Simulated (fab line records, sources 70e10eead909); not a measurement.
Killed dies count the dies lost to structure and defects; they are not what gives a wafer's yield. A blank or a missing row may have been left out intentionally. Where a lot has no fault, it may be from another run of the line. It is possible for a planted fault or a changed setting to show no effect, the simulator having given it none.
The same fault as seen by 2 desks	flow nand_harc	each desk holds nothing but its own numbers, with what lay behind them at the end

== AT THE TOOL OWNER'S DESK: pvd_sputter-03 ==
The tool's own readings at NHARC_THIN_TSV_PVD_51 (deposits Cu, target thk 100 nm): means of the sampled wafers that have a number, for each lot that ran on this tool. Marked OUT: a lot whose mean sits more than 4 standard deviations from the usual mean, which makes it out of limits; the brackets give that distance.
Columns: A = throttle_valve_pct at NHARC_THIN_TSV_PVD_51, usual 29.8 %
lot	first seen here	A
L519	day 26 17:10	29.9
L521	day 27 23:16	29.2
L525	day 28 08:10	29.7
L531	day 32 10:45	28.9
L534	day 32 23:47	29.6
L535	day 33 10:17	29.2
L536	day 33 16:13	29.7
This desk's finding: nothing out of limits on any of the 7 lots.

== METROLOGY DESK ==
Lot by lot, what the gauges showed, no matter which tool ran the lot: averages of those sampled wafers that carry a number. Marked OUT: a lot whose mean sits more than 4 standard deviations from the usual mean, which makes it out of limits; the brackets give that distance.
Columns: A = cd_nm at NHARC_A_BONDPAD_CD_MEAS_09, usual 500.2 nm
lot	first seen here	A
L513	day 23 11:56	498.3
L516	day 24 03:19	498.3
L515	day 24 04:42	501.1
L514	day 24 06:22	500.6
L519	day 25 20:04	498.8
L521	day 27 01:13	499.1
L525	day 27 13:43	499.1
L530	day 30 01:02	500.0
L529	day 30 17:12	502.1
L531	day 31 08:22	497.7
L534	day 32 03:41	500.3
L535	day 32 16:13	501.7
L536	day 32 21:31	501.6
This desk's finding: nothing out of limits on any of the 13 lots.

== BROUGHT TOGETHER ==
The desk of the tool owner found nothing out of limits.
The metrology desk saw nothing out of limits.

== WHAT WAS PUT IN BY THE SIMULATOR ==
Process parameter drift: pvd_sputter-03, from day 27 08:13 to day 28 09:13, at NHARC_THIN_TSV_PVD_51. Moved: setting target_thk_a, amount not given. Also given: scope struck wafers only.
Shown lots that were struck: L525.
